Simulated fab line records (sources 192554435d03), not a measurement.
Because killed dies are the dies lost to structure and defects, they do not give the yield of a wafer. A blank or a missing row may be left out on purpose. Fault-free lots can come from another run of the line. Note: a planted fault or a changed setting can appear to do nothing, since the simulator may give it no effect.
Matching of chambers :: flow n5-finfet :: rie-diel-03 running N5_BEOL_M2_STRIP_36: 4 sister chambers
The step strips in N2/H2. 8 wafers are shown with their chamber, then 11 later ones without.

== WAFERS PAIRED WITH THEIR CHAMBERS ==
wafer: L080.1
chamber: 0
drypump-motor-current-A (A): 5.3
showerhead-plenum-p-Torr (Torr): 2.39

wafer: L080.6
chamber: 3
drypump-motor-current-A (A): 6.2
showerhead-plenum-p-Torr (Torr): 2.58

wafer: L083.2
chamber: 0
drypump-motor-current-A (A): 5.4
showerhead-plenum-p-Torr (Torr): 2.39

wafer: L083.6
chamber: 2
drypump-motor-current-A (A): 5.5
showerhead-plenum-p-Torr (Torr): 2.66

wafer: L087.1
chamber: 2
drypump-motor-current-A (A): 5.5
showerhead-plenum-p-Torr (Torr): 2.65

wafer: L087.3
chamber: 1
drypump-motor-current-A (A): 6.2
showerhead-plenum-p-Torr (Torr): 2.51

wafer: L087.4
chamber: 1
drypump-motor-current-A (A): 6.2
showerhead-plenum-p-Torr (Torr): 2.51

wafer: L089.1
chamber: 3
drypump-motor-current-A (A): 6.2
showerhead-plenum-p-Torr (Torr): 2.57

== WAFERS WITHOUT THEIR CHAMBER ==
wafer: L089.2
drypump-motor-current-A (A): 5.5
showerhead-plenum-p-Torr (Torr): 2.65

wafer: L089.6
drypump-motor-current-A (A): 6.2
showerhead-plenum-p-Torr (Torr): 2.57

wafer: L090.1
drypump-motor-current-A (A): 5.5
showerhead-plenum-p-Torr (Torr): 2.65

wafer: L090.3
drypump-motor-current-A (A): 6.2
showerhead-plenum-p-Torr (Torr): 2.50

wafer: L090.6
drypump-motor-current-A (A): 6.2
showerhead-plenum-p-Torr (Torr): 2.50

wafer: L092.2
drypump-motor-current-A (A): 6.2
showerhead-plenum-p-Torr (Torr): 2.57

wafer: L092.4
drypump-motor-current-A (A): 5.5
showerhead-plenum-p-Torr (Torr): 2.65

wafer: L092.5
drypump-motor-current-A (A): 6.2
showerhead-plenum-p-Torr (Torr): 2.57

wafer: L097.3
drypump-motor-current-A (A): 6.2
showerhead-plenum-p-Torr (Torr): 2.56

wafer: L097.4
drypump-motor-current-A (A): 5.5
showerhead-plenum-p-Torr (Torr): 2.64

wafer: L097.5
drypump-motor-current-A (A): 5.4
showerhead-plenum-p-Torr (Torr): 2.70

== WHICH CHAMBER EACH ONE RAN IN ==
wafer: L089.2
from the rows above: 2
in truth: 2

wafer: L089.6
from the rows above: 3
in truth: 3

wafer: L090.1
from the rows above: 2
in truth: 2

wafer: L090.3
from the rows above: 1
in truth: 1

wafer: L090.6
from the rows above: 1
in truth: 1

wafer: L092.2
from the rows above: 3
in truth: 3

wafer: L092.4
from the rows above: 2
in truth: 2

wafer: L092.5
from the rows above: 3
in truth: 3

wafer: L097.3
from the rows above: 3
in truth: 3

wafer: L097.4
from the rows above: 2
in truth: 2

wafer: L097.5
from the rows above: 2
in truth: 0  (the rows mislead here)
10 of 11 placed correctly. Left unplaced by these rows: 0. Placed wrongly: 1.
How it was worked out, from the rows above alone: a wafer's distance from a chamber is the root of the sum, over the readings, of the square of ((its reading less the chamber's mean) divided by the reading's scatter). The wafer belongs to the nearest chamber; if the next one is less than 2 further off, it can't be placed. Each chamber's mean is taken over the wafers shown for it. The scatter: take each reading less its chamber's mean, square it, sum over the shown wafers, divide by the number of wafers less the number of chambers, and take the root.
